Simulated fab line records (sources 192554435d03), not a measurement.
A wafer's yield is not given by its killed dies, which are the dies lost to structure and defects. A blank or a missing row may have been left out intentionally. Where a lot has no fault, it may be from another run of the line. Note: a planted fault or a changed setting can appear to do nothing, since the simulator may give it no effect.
fab line records	flow n5-finfet
record: lots: 12	wafers: 33	last-day: 16
route steps=1938 shown BEOL_M10@1520 BEOL_M11@1536 PASSIVATION@1936
lots with no fault: from the same line, run without faults
start-h: start of the lot's first displayed wafer, in hours after the record's first day	wait-h: hours from the lot's prior step to this one	" as in the row above	L1.1+2: one row covering several wafers at once	- either no value or no given start	* or withheld: withheld	< > ~ a bound
route shown NAME@n: names a module that has steps shown in the file, with the first one's number in the route	usual: average and standard deviation across the fault-free wafers	same: alike in all rows	chamber/n: place in a boat	sites: the reading at each site	_std_site: how widely they spread, as a standard deviation	_edge_site: inner sites' mean taken away from outer sites' mean	radius-mm: how far each site lies from the wafer's centre	mask NAME#n: copy n	behind: the most recent tool/chamber to have shaped the wafer	hold: the reason the lot was held/the length of the hold in hours/how it ended	device: names the non-switching transistor (n, p or np)	end of line: the route-end tests of the same wafers	for a step that has no rows: nothing shown but its recipe	killed: at the first sort, the dies lost to defects and structure; wafer yield is something else	map: shows each die of a wafer: x if killed, . if not, _ if none is there
set.NAME: the setting as run; set.NAME@STEP: as run at that earlier step	model.NAME: the simulator's own value behind a step, which no gauge read
route steps across a sampled set of lots; one table per step, one row per wafer
services: a tool's chamber out of use, with start hour (start-h, from the record's first day; less than 0 if before it), hours out, and reason
== steps ==
step: N5_BEOL_M10_CD_MEAS_35
recipe: target-cd-nm: 70	polarity: opening
usual: cd-nm: 70.4/0.59
lot.wafer	tool	chamber	start-h	wait-h	cd-nm
L498.1	cd-sem-01	-	228.55	0.0	70.2
L498.3	"	-	"	"	69.6
L498.4	"	-	"	"	70.4
L503.3	cd-sem-03	-	250.98	0.0	71.3
L503.4	"	-	"	"	71.3
L503.5	"	-	"	"	70.9
L500.2	cd-sem-02	-	251.15	0.0	69.9
L500.5	"	-	"	"	70.1
L500.6	"	-	"	"	70.3
L501.1	cd-sem-01	-	260.50	0.0	70.6
L501.5	"	-	"	"	69.7
L501.6	"	-	"	"	70.5
L506.2	cd-sem-02	-	274.41	0.0	69.4
L506.4	"	-	"	"	70.6
L506.5	"	-	"	"	69.8
L507.2	cd-sem-01	-	282.67	0.0	70.0
L507.5	"	-	"	"	70.9
L507.6	"	-	"	"	70.9
L508.2	cd-sem-03	-	299.95	0.0	70.3
L508.3	"	-	"	"	70.5
L508.4	"	-	"	"	70.6
L512.1	cd-sem-02	-	309.28	0.0	70.3
L512.3	"	-	"	"	70.4
L512.4	"	-	"	"	71.4
L514.2	cd-sem-03	-	311.85	0.0	70.9
L514.5	"	-	"	"	71.3
L511.2	cd-sem-02	-	315.84	0.0	71.6
L511.5	"	-	"	"	70.6
L515.4	cd-sem-01	-	337.26	0.0	70.3
L515.5	"	-	"	"	70.7
L517.1	cd-sem-02	-	343.82	0.0	70.6
L517.4	"	-	"	"	70.6
L517.6	"	-	"	"	70.0
step: N5_BEOL_M10_SURFACE_TREAT_76
recipe: gas: Ar	time-s: *	ion-energy-ev: *	ion-current-ma-cm2: 0.5	pressure-mtorr: *	ar-flow-sccm: 30
usual: throttle-valve-pct: *
lot.wafer	tool	chamber	start-h	wait-h	throttle-valve-pct
L498.1	pvd-sputter-02	-	229.93	0.2	*
L498.3	"	-	"	"	*
L498.4	"	-	"	"	*
L503.3	pvd-sputter-03	-	252.04	0.2	*
L503.4	"	-	"	"	*
L503.5	"	-	"	"	*
L500.2	pvd-sputter-03	-	252.26	0.2	*
L500.5	"	-	"	"	*
L500.6	"	-	"	"	*
L501.1	pvd-sputter-03	-	261.64	0.2	*
L501.5	"	-	"	"	*
L501.6	"	-	"	"	*
L506.2	pvd-sputter-03	-	275.79	0.2	*
L506.4	"	-	"	"	*
L506.5	"	-	"	"	*
L507.2	pvd-sputter-03	-	283.55	0.2	*
L507.5	"	-	"	"	*
L507.6	"	-	"	"	*
L508.2	pvd-sputter-01	-	300.82	0.2	*
L508.3	"	-	"	"	*
L508.4	"	-	"	"	*
L512.1	pvd-sputter-03	-	310.22	0.3	*
L512.3	"	-	"	"	*
L512.4	"	-	"	"	*
L514.2	pvd-sputter-03	-	312.84	0.2	*
L514.5	"	-	"	"	*
L511.2	pvd-sputter-03	-	317.24	0.3	*
L511.5	"	-	"	"	*
L515.4	pvd-sputter-01	-	338.26	0.2	*
L515.5	"	-	"	"	*
L517.1	pvd-sputter-02	-	344.80	0.2	*
L517.4	"	-	"	"	*
L517.6	"	-	"	"	*
step: N5_BEOL_M11_ILD_DEP_00
recipe: material: SiCOH_lowk	target-thk-a: 3085.1	temp-c: 300	precursor: DEMS/porogen	pressure-torr: 5	rf-w: 500	time-s: 58
usual: heater-power-w: 306/53	rf-fwd-power-W: 496.1/2	showerhead-plenum-p-Torr: 5.744/0.014	throttle-valve-pct: 13.9/0.73
lot.wafer	tool	chamber	start-h	wait-h	heater-power-w	rf-fwd-power-W	showerhead-plenum-p-Torr	throttle-valve-pct
L498.1	pecvd-04	1	231.84	0.0	319	495.4	5.745	15.0
L498.3	"	2	"	"	259	495.9	5.745	13.0
L498.4	"	1	"	"	330	494.6	5.753	14.9
L503.3	pecvd-02	0	253.32	0.0	361	495.7	5.747	13.9
L503.4	"	2	"	"	313	496.3	5.753	13.5
L503.5	"	0	"	"	352	496.9	5.734	13.8
L500.2	pecvd-04	2	253.49	0.0	257	497.3	5.741	12.6
L500.5	"	2	"	"	264	494.1	5.750	12.9
L500.6	"	0	"	"	194	497.6	5.750	15.4
L501.1	pecvd-02	2	263.28	0.0	301	495.2	5.755	13.4
L501.5	"	0	"	"	361	493.7	5.735	14.1
L501.6	"	2	"	"	301	494.6	5.757	13.3
L506.2	pecvd-02	0	277.57	0.0	366	495.2	5.725	14.0
L506.4	"	1	"	"	276	495.5	5.737	13.5
L506.5	"	0	"	"	378	495.6	5.746	14.0
L507.2	pecvd-04	2	284.81	0.0	237	498.8	5.735	12.7
L507.5	"	0	"	"	199	499.5	5.752	15.5
L507.6	"	2	"	"	238	500.2	5.749	13.0
L508.2	pecvd-03	0	302.18	0.0	328	494.1	5.724	13.9
L508.3	"	2	"	"	334	500.7	5.760	14.1
L508.4	"	1	"	"	327	494.6	5.778	13.2
L512.1	pecvd-02	1	312.31	0.0	281	497.0	5.739	13.4
L512.3	"	0	"	"	352	496.7	5.729	13.9
L512.4	"	0	"	"	359	496.9	5.743	14.1
L514.2	pecvd-02	0	315.00	0.0	359	493.5	5.746	14.0
L514.5	"	0	"	"	371	492.7	5.732	14.0
L511.2	pecvd-02	1	320.06	0.0	347	492.3	5.731	13.4
L511.5	"	1	"	"	275	496.7	5.744	13.3
L515.4	pecvd-02	1	339.46	0.1	279	492.2	5.718	13.7
L515.5	"	2	"	"	299	497.8	5.775	13.9
L517.1	pecvd-04	0	346.17	0.0	214	499.9	5.750	15.3
L517.4	"	1	"	"	340	498.2	5.757	15.0
L517.6	"	2	"	"	262	496.8	5.743	13.1
step: N5_BEOL_M11_THK_MEAS_01
recipe: reads: SiCOH_lowk_of_BEOL_M11_ILD_DEP_00
usual: M11_ILD_THK: 268/3.5
lot.wafer	tool	chamber	start-h	wait-h	M11_ILD_THK[nm]
L498.1	film-metro-01	-	232.43	0.4	270
L498.3	"	-	"	"	272
L498.4	"	-	"	"	272
L503.3	film-metro-02	-	253.92	0.3	265
L503.4	"	-	"	"	273
L503.5	"	-	"	"	270
L500.2	film-metro-02	-	254.08	0.4	264
L500.5	"	-	"	"	266
L500.6	"	-	"	"	267
L501.1	film-metro-02	-	263.87	0.4	272
L501.5	"	-	"	"	270
L501.6	"	-	"	"	273
L506.2	film-metro-02	-	278.19	0.4	263
L506.4	"	-	"	"	270
L506.5	"	-	"	"	267
L507.2	film-metro-02	-	285.40	0.4	263
L507.5	"	-	"	"	265
L507.6	"	-	"	"	268
L508.2	film-metro-01	-	302.77	0.4	267
L508.3	"	-	"	"	267
L508.4	"	-	"	"	269
L512.1	film-metro-02	-	312.90	0.4	268
L512.3	"	-	"	"	268
L512.4	"	-	"	"	269
L514.2	film-metro-01	-	316.07	0.7	248
L514.5	"	-	"	"	271
L511.2	film-metro-01	-	320.88	0.4	250
L511.5	"	-	"	"	272
L515.4	film-metro-01	-	340.02	0.2	254
L515.5	"	-	"	"	275
L517.1	film-metro-01	-	346.76	0.4	269
L517.4	"	-	"	"	273
L517.6	"	-	"	"	271
step: N5_BEOL_M11_PECVD_70
recipe: material: SiO2	target-thk-a: 200	temp-c: 400	precursor: TEOS/O2	pressure-torr: 5.5	rf-w: 450	teos-flow-sccm: 53.8	gas: O2	flow-sccm: 3000	time-s: 22.7
usual: heater-power-w: 698/85	rf-fwd-power-W: 445.3/2.2	showerhead-plenum-p-Torr: 8.81/0.059	throttle-valve-pct: 22.5/1.2
lot.wafer	tool	chamber	start-h	wait-h	heater-power-w	rf-fwd-power-W	showerhead-plenum-p-Torr	throttle-valve-pct
L498.1	pecvd-03	0	232.47	0.0	686	446.8	8.73	22.8
L498.3	"	1	"	"	698	448.0	8.93	20.8
L498.4	"	2	"	"	628	446.8	8.81	22.3
L503.3	pecvd-02	0	253.95	0.0	713	442.5	8.75	22.6
L503.4	"	1	"	"	738	443.8	8.75	21.6
L503.5	"	0	"	"	725	444.6	8.73	22.9
L500.2	pecvd-03	1	254.11	0.0	729	444.6	8.92	21.1
L500.5	"	1	"	"	731	446.1	8.90	21.3
L500.6	"	2	"	"	697	445.5	8.81	22.4
L501.1	pecvd-04	2	263.91	0.0	531	447.5	8.80	20.9
L501.5	"	0	"	"	557	446.6	8.82	24.5
L501.6	"	1	"	"	740	446.8	8.85	24.2
L506.2	pecvd-02	0	278.22	0.0	717	442.0	8.73	22.6
L506.4	"	0	"	"	716	439.5	8.75	22.9
L506.5	"	1	"	"	740	444.9	8.77	21.7
L507.2	pecvd-03	1	285.43	0.0	707	445.4	8.92	21.1
L507.5	"	0	"	"	787	446.9	8.71	22.7
L507.6	"	1	"	"	715	444.9	8.92	21.0
L508.2	pecvd-03	0	302.81	0.0	702	448.1	8.74	23.1
L508.3	"	2	"	"	733	444.9	8.82	22.5
L508.4	"	0	"	"	708	444.6	8.76	22.8
L512.1	pecvd-04	0	312.94	0.0	592	445.7	8.80	24.7
L512.3	"	1	"	"	796	444.6	8.82	24.3
L512.4	"	0	"	"	567	444.5	8.82	24.5
L514.2	pecvd-04	1	316.11	0.0	776	446.0	8.84	24.1
L514.5	"	1	"	"	774	441.9	8.86	23.7
L511.2	pecvd-03	2	320.92	0.0	769	445.6	8.82	22.6
L511.5	"	0	"	"	789	449.6	8.74	22.7
L515.4	pecvd-03	1	340.07	0.1	659	445.0	8.91	21.1
L515.5	"	2	"	"	686	445.6	8.82	22.8
L517.1	pecvd-04	2	346.80	0.0	596	444.4	8.78	20.9
L517.4	"	2	"	"	583	445.9	8.81	20.9
L517.6	"	1	"	"	842	445.9	8.85	24.2
step: N5_PASSIVATION_PROBE_49
usual: defect-limited-yield: 91.6/1.2	killed_at_M0_to_M3: 33/9.4	killed_at_M4_up: 13/5.2	killed-at-contacts: 13/5.6	killed-at-front-end: 37/9.5	killed-at-other: 4/3.1	killed-dies: 99/15	killed-open: 65/11	killed-short: 32/7.5	sort_bin_5_function: 4.9/0.77	sort_bin_6_memory: 3.1/0.65	sort_bin_8_speed: 0.01/0.056	sort-n-pass: 1081/15	sort-yield-pct: 91.6/1.2
same: gross-dies: 1180	killed-at-back-side: 0	sort_bin_4_leakage[%]: 0
lot.wafer	tool	chamber	start-h	wait-h	defect-limited-yield[%]	killed_at_M0_to_M3	killed_at_M4_up	killed-at-contacts	killed-at-front-end	killed-at-other	killed-dies	killed-open	killed-short	sort_bin_5_function[%]	sort_bin_6_memory[%]	sort_bin_8_speed[%]	sort-n-pass	sort-yield-pct[%]
L503.3	prober-01	-	309.36	0.1	93.8	21	3	19	25	5	73	51	19	3.8	1.9	0	1107	93.8
L503.4	prober-01	-	309.41	0.2	92.0	36	6	23	29	0	94	65	29	4.8	3.0	0	1086	92.0
L503.5	prober-01	-	309.46	0.2	92.3	26	13	18	32	2	91	56	35	4.2	3.1	0	1089	92.3
L500.2	prober-02	-	317.64	0.1	92.4	26	14	12	35	3	90	64	26	4.2	3.2	0	1090	92.4
L500.5	prober-02	-	317.79	0.2	94.0	18	5	14	30	4	71	41	30	3.6	2.1	0	1109	94.0
L500.6	prober-02	-	317.84	0.3	90.8	21	13	22	48	4	108	77	30	5.8	3.2	0	1072	90.8
L506.2	prober-02	-	325.96	0.1	92.5	37	5	2	40	5	89	62	25	4.7	2.8	0	1091	92.5
L506.4	prober-02	-	326.06	0.2	92.4	33	11	5	36	5	90	54	35	4.1	3.1	0	1090	92.4
L506.5	prober-02	-	326.11	0.2	91.9	30	13	12	36	5	96	67	26	4.7	3.1	0	1084	91.9
L507.2	prober-01	-	339.81	0.1	93.7	16	11	8	33	6	74	51	21	3.7	2.2	0	1106	93.7
L507.5	prober-01	-	339.96	0.2	93.1	25	15	15	26	1	82	49	32	4.0	2.6	0	1098	93.1
L507.6	prober-01	-	340.01	0.3	93.1	16	11	4	41	10	82	53	27	4.2	2.5	0	1098	93.1
L508.2	prober-02	-	350.98	0.1	92.0	31	19	12	31	1	94	59	33	5.3	2.5	0	1086	92.0
L508.3	prober-02	-	351.03	0.1	92.1	31	20	8	32	2	93	62	29	4.8	2.9	0	1087	92.1
L508.4	prober-02	-	351.08	0.2	92.1	29	12	11	39	2	93	62	30	4.6	3.0	0	1087	92.1
L512.1	prober-01	-	360.10	0.0	90.3	51	5	7	50	2	115	74	41	5.8	3.6	0	1065	90.3
L512.3	prober-01	-	360.20	0.1	91.9	40	4	5	38	8	95	65	30	4.2	3.6	0	1085	91.9
L512.4	prober-01	-	360.25	0.2	89.2	36	14	17	58	2	127	86	41	6.2	4.3	0	1053	89.2
L514.2	prober-01	-	367.37	0.1	89.5	33	11	17	63	0	124	76	46	6.0	4.2	0	1056	89.5
L514.5	prober-01	-	367.52	0.2	88.6	45	8	11	68	2	134	88	44	7.1	4.0	0	1046	88.6
L511.2	prober-02	-	374.41	0.1	91.5	29	15	16	39	1	100	69	30	4.7	3.4	0	1080	91.5
L511.5	prober-02	-	374.56	0.2	92.8	22	18	6	39	0	85	52	33	4.1	3.0	0	1095	92.8
L517.1	prober-01	-	389.76	0.0	92.3	34	16	15	26	0	91	58	31	4.6	2.7	0	1089	92.3
L517.4	prober-01	-	389.91	0.2	92.7	38	12	9	25	2	86	54	32	3.4	3.3	0	1094	92.7
L517.6	prober-01	-	390.01	0.3	94.2	21	12	12	22	1	68	39	22	3.2	2.1	0	1112	94.2
killed by level:class
L503.3 MOL_CONTACT_COAG:geometric-particle:open=17 BEOL_M1:geometric-particle:open=5 BEOL_M3:geometric-particle:open=5 STI_FIN_REVEAL:geometric-particle:open=4 GATE_CUT:geometric-particle:open=4 BEOL_M3:geometric-particle:short=4 MIM_BOT:geometric-particle:open=4 BEOL_M5:geometric-particle:open=3
L503.4 MOL_CONTACT_COAG:geometric-particle:open=20 BEOL_M1:geometric-particle:open=12 BEOL_M3:geometric-particle:open=11 GATE_CUT:geometric-particle:short=6 BEOL_M0_SAQP:geometric-particle:open=5 STARTING-WAFER:geometric-particle:short=5 STI_FIN_REVEAL:geometric-particle:open=4 FIN_SAQP:geometric-particle:short=3
L503.5 MOL_CONTACT_COAG:geometric-particle:open=12 FIN_SAQP:geometric-particle:short=8 BEOL_M4:geometric-particle:open=8 BEOL_M0_SAQP:geometric-particle:short=7 STI_FIN_REVEAL:geometric-particle:open=6 MOL_CONTACT_COAG:geometric-particle:short=6 BEOL_M3:geometric-particle:open=6 FIN_SAQP:geometric-particle:open=3
L500.2 MOL_CONTACT_COAG:geometric-particle:open=10 DUMMY_GATE:geometric-particle:open=9 BEOL_M3:geometric-particle:open=7 BEOL_M4:geometric-particle:open=7 BEOL_M0_SAQP:geometric-particle:short=6 FIN_SAQP:geometric-particle:short=4 FIN_SAQP:geometric-particle:open=4 STARTING-WAFER:geometric-particle:short=4
L500.5 FIN_SAQP:geometric-particle:short=10 MOL_CONTACT_COAG:geometric-particle:open=8 MOL_CONTACT_COAG:geometric-particle:short=6 BEOL_M1:geometric-particle:open=6 FIN_SAQP:geometric-particle:open=5 STARTING-WAFER:geometric-particle:open=4 BEOL_M0:geometric-particle:open=3 BEOL_M3:geometric-particle:open=3
L500.6 STI_FIN_REVEAL:geometric-particle:open=17 MOL_CONTACT_COAG:geometric-particle:open=17 FIN_SAQP:geometric-particle:open=8 BEOL_M3:geometric-particle:open=8 FIN_SAQP:geometric-particle:short=6 BEOL_M4:geometric-particle:open=6 MOL_CONTACT_COAG:geometric-particle:short=5 STARTING-WAFER:geometric-particle:open=4
L506.2 BEOL_M3:geometric-particle:open=15 BEOL_M1:geometric-particle:open=9 FIN_SAQP:geometric-particle:short=7 DUMMY_GATE:geometric-particle:open=7 ILD0:geometric-particle:open=6 BEOL_M0:geometric-particle:open=4 FIN_SAQP:geometric-particle:open=3 ILD0:geometric-particle:short=3
L506.4 BEOL_M3:geometric-particle:open=12 FIN_SAQP:geometric-particle:short=11 FIN_SAQP:geometric-particle:open=8 MOL_CONTACT_COAG:geometric-particle:open=5 BEOL_M0_SAQP:geometric-particle:open=5 BEOL_M0_SAQP:geometric-particle:short=4 BEOL_M1:geometric-particle:open=4 ILD0:geometric-particle:short=3
L506.5 MOL_CONTACT_COAG:geometric-particle:open=8 BEOL_M1:geometric-particle:open=8 FIN_SAQP:geometric-particle:open=7 DUMMY_GATE:geometric-particle:open=7 BEOL_M4:geometric-particle:open=7 BEOL_M3:geometric-particle:open=5 FIN_SAQP:geometric-particle:short=4 MOL_CONTACT_COAG:geometric-particle:short=4
L507.2 MOL_CONTACT_COAG:geometric-particle:open=8 FIN_SAQP:geometric-particle:open=7 STI_FIN_REVEAL:geometric-particle:open=6 BEOL_M0_SAQP:geometric-particle:short=5 BEOL_M4:geometric-particle:open=5 BEOL_M0_SAQP:geometric-particle:open=4 BEOL_M3:geometric-particle:open=4 BEOL_M6:geometric-particle:open=4
L507.5 MOL_CONTACT_COAG:geometric-particle:open=10 BEOL_M0_SAQP:geometric-particle:short=10 GATE_CUT:geometric-particle:short=7 DUMMY_GATE:geometric-particle:open=6 BEOL_M0_SAQP:geometric-particle:open=6 MOL_CONTACT_COAG:geometric-particle:short=5 BEOL_M4:geometric-particle:open=4 FIN_SAQP:geometric-particle:open=3
L507.6 STI_FIN_REVEAL:geometric-particle:open=9 BEOL_M0_SAQP:geometric-particle:open=7 FIN_SAQP:geometric-particle:open=6 FIN_SAQP:geometric-particle:short=6 BEOL_M4:geometric-particle:open=6 PAD_METAL:geometric-particle:open=5 MOL_CONTACT_COAG:geometric-particle:open=4 STARTING-WAFER:geometric-particle:short=4
L508.2 BEOL_M0_SAQP:geometric-particle:open=9 FIN_SAQP:geometric-particle:short=8 MOL_CONTACT_COAG:geometric-particle:open=8 BEOL_M0_SAQP:geometric-particle:short=7 BEOL_M1:geometric-particle:open=6 GATE_CUT:geometric-particle:short=5 DUMMY_GATE:geometric-particle:open=4 GATE_CUT:geometric-particle:open=4
L508.3 BEOL_M4:geometric-particle:open=9 BEOL_M0_SAQP:geometric-particle:open=9 FIN_SAQP:geometric-particle:open=8 FIN_SAQP:geometric-particle:short=7 GATE_CUT:geometric-particle:short=6 MOL_CONTACT_COAG:geometric-particle:open=6 STARTING-WAFER:geometric-particle:open=5 BEOL_M1:geometric-particle:open=5
L508.4 MOL_CONTACT_COAG:geometric-particle:open=10 STI_FIN_REVEAL:geometric-particle:open=8 BEOL_M1:geometric-particle:open=7 FIN_SAQP:geometric-particle:short=6 ILD0:geometric-particle:short=6 BEOL_M0_SAQP:geometric-particle:open=6 ILD0:geometric-particle:open=5 BEOL_M0:geometric-particle:open=4
L512.1 BEOL_M3:geometric-particle:open=14 FIN_SAQP:geometric-particle:short=10 BEOL_M1:geometric-particle:open=9 DUMMY_GATE:geometric-particle:open=7 MOL_CONTACT_COAG:geometric-particle:open=7 BEOL_M0_SAQP:geometric-particle:short=7 STI_FIN_REVEAL:geometric-particle:open=6 BEOL_M0_SAQP:geometric-particle:open=6
L512.3 FIN_SAQP:geometric-particle:open=15 BEOL_M1:geometric-particle:open=14 BEOL_M1:geometric-particle:short=8 MOL_CONTACT_COAG:geometric-particle:open=5 BEOL_M0_SAQP:geometric-particle:open=5 BEOL_M0:geometric-particle:open=5 GATE_CUT:geometric-particle:short=4 BEOL_M2:geometric-particle:open=4
L512.4 FIN_SAQP:geometric-particle:open=14 MOL_CONTACT_COAG:geometric-particle:open=12 STI_FIN_REVEAL:geometric-particle:open=11 FIN_SAQP:geometric-particle:short=10 BEOL_M0:geometric-particle:open=9 BEOL_M4:geometric-particle:open=9 DUMMY_GATE:geometric-particle:open=6 BEOL_M3:geometric-particle:open=6
L514.2 STI_FIN_REVEAL:geometric-particle:open=21 FIN_SAQP:geometric-particle:short=16 MOL_CONTACT_COAG:geometric-particle:open=12 BEOL_M1:geometric-particle:open=10 BEOL_M0_SAQP:geometric-particle:open=8 GATE_CUT:geometric-particle:short=6 BEOL_M1:geometric-particle:short=6 MOL_CONTACT_COAG:geometric-particle:short=5
L514.5 STI_FIN_REVEAL:geometric-particle:open=13 BEOL_M0_SAQP:geometric-particle:open=13 BEOL_M3:geometric-particle:open=11 FIN_SAQP:geometric-particle:open=10 MOL_CONTACT_COAG:geometric-particle:open=10 FIN_SAQP:geometric-particle:short=9 GATE_CUT:geometric-particle:short=9 BEOL_M0_SAQP:geometric-particle:short=9
L511.2 MOL_CONTACT_COAG:geometric-particle:open=12 STI_FIN_REVEAL:geometric-particle:open=11 BEOL_M4:geometric-particle:open=10 BEOL_M3:geometric-particle:open=9 GATE_CUT:geometric-particle:short=6 BEOL_M0_SAQP:geometric-particle:open=6 FIN_SAQP:geometric-particle:open=4 MOL_CONTACT_COAG:geometric-particle:short=4
L511.5 FIN_SAQP:geometric-particle:open=6 DUMMY_GATE:geometric-particle:open=6 BEOL_M1:geometric-particle:open=6 MOL_CONTACT_COAG:geometric-particle:open=5 BEOL_M4:geometric-particle:open=5 STARTING-WAFER:geometric-particle:short=5 STI_FIN_REVEAL:geometric-particle:open=4 BEOL_M1:geometric-particle:short=4
L517.1 MOL_CONTACT_COAG:geometric-particle:open=12 BEOL_M0_SAQP:geometric-particle:open=10 BEOL_M0_SAQP:geometric-particle:short=8 FIN_SAQP:geometric-particle:open=7 ILD0:geometric-particle:short=4 BEOL_M3:geometric-particle:open=4 BEOL_M5:geometric-particle:open=4 MOL_CONTACT_COAG:geometric-particle:short=3
L517.4 BEOL_M3:geometric-particle:open=13 BEOL_M1:geometric-particle:open=8 MOL_CONTACT_COAG:geometric-particle:open=7 BEOL_M3:geometric-particle:short=7 FIN_SAQP:geometric-particle:short=6 FIN_SAQP:geometric-particle:open=5 STI_FIN_REVEAL:geometric-particle:open=5 BEOL_M0_SAQP:geometric-particle:short=5
L517.6 MOL_CONTACT_COAG:geometric-particle:open=10 BEOL_M0_SAQP:geometric-particle:short=5 BEOL_M3:geometric-particle:open=5 BEOL_M1:coat-microbubble-printed=4 GATE_CUT:geometric-particle:short=3 BEOL_M5:geometric-particle:open=3 STARTING-WAFER:geometric-particle:short=3 STARTING-WAFER:geometric-particle:open=3
== services ==
tool	chamber	start-h	hours	kind
pecvd-02	0	216.74	2.1	scheduled-down
pecvd-02	-	228.51	0.7	repair
pvd-sputter-02	-	238.19	1.5	repair
pecvd-03	0	262.20	2.1	scheduled-down
pecvd-04	-	275.15	6.0	pm
pecvd-02	2	276.66	6.6	repair
pvd-sputter-02	-	285.64	5.0	repair
pecvd-02	-	286.30	0.9	repair
pecvd-04	1	292.53	5.5	scheduled-down
pecvd-03	-	311.16	3.1	repair
pvd-sputter-03	-	338.72	1.8	repair
== key ==
first-sign: step: N5_BEOL_M11_THK_MEAS_01	reading: M11_ILD_THK	direction: down	sigmas: 4.7	usual: 268	struck: 251
effect none on later readings
met-at N5_BEOL_M11_ILD_DEP_00
struck-lots L511,L514,L515
struck-wafers L511.2,L514.2,L515.4
not-acting-at N5_BEOL_M10_CD_MEAS_35,N5_BEOL_M10_SURFACE_TREAT_76,N5_BEOL_M11_PECVD_70
onset-between 312.31 315.00
fault: kind: process-parameter-drift	tool: pecvd-02	chamber: -	onset-h: 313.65	steps: N5_BEOL_M11_ILD_DEP_00	channel: target-thk-a	offset: *	shape: step	end-h: 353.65	scope: struck-wafers-only	acts-in: *	stated: *
